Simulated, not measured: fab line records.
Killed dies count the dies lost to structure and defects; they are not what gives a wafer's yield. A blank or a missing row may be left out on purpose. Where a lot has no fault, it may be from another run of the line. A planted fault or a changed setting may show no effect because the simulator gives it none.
Matching of chambers | flow n5_finfet | N5_BEOL_M2_PRE_CLEAN_60 on cvd_co-02 has 3 sister chambers
The step time 15 s. 6 wafers are shown with their chamber, then 12 later ones without.

## EACH WAFER AND ITS CHAMBER
wafer  | chamber | heater_power_w (W) | rf_fwd_power_W (W)
L085.5 | 2       | 86                 | 297.4
L086.5 | 0       | 92                 | 296.8
L086.6 | 1       | 72                 | 298.5
L087.2 | 0       | 90                 | 299.1
L087.3 | 1       | 74                 | 297.9
L087.5 | 2       | 87                 | 295.9

## WAFERS WITHOUT THEIR CHAMBER
wafer  | heater_power_w (W) | rf_fwd_power_W (W)
L088.1 | 72                 | 298.2
L088.3 | 89                 | 295.6
L088.5 | 88                 | 298.0
L090.1 | 71                 | 297.7
L090.3 | 87                 | 295.7
L090.4 | 89                 | 295.6
L094.2 | 90                 | 296.4
L094.4 | 88                 | 295.9
L094.5 | 71                 | 296.1
L093.1 | 87                 | 297.0
L093.4 | 93                 | 298.5
L093.5 | 75                 | 296.9

## THE CHAMBER EACH PASSED THROUGH
wafer  | from the rows above     | in truth
L088.1 | 1                       | 1
L088.3 | can't be placed: 2 or 0 | 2
L088.5 | can't be placed: 2 or 0 | 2
L090.1 | 1                       | 1
L090.3 | 2                       | 2
L090.4 | can't be placed: 2 or 0 | 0
L094.2 | can't be placed: 0 or 2 | 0
L094.4 | can't be placed: 2 or 0 | 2
L094.5 | 1                       | 1
L093.1 | 2                       | 2
L093.4 | 0                       | 0
L093.5 | 1                       | 1
7 of 12 placed correctly. Can't be placed from these rows: 5 (the true chamber is among the candidates in 5). 0 placed wrongly.
How it was worked out, from the rows above alone: a wafer's distance from a chamber is the root of the sum, over the readings, of the square of ((its reading less the chamber's mean) divided by the reading's scatter). If the next closest chamber is less than 2 further off than the closest, the wafer can't be placed; otherwise it belongs to the closest. Each chamber's mean is taken over the wafers shown for it. The scatter: take each reading less its chamber's mean, square it, sum over the shown wafers, divide by the number of wafers less the number of chambers, and take the root.
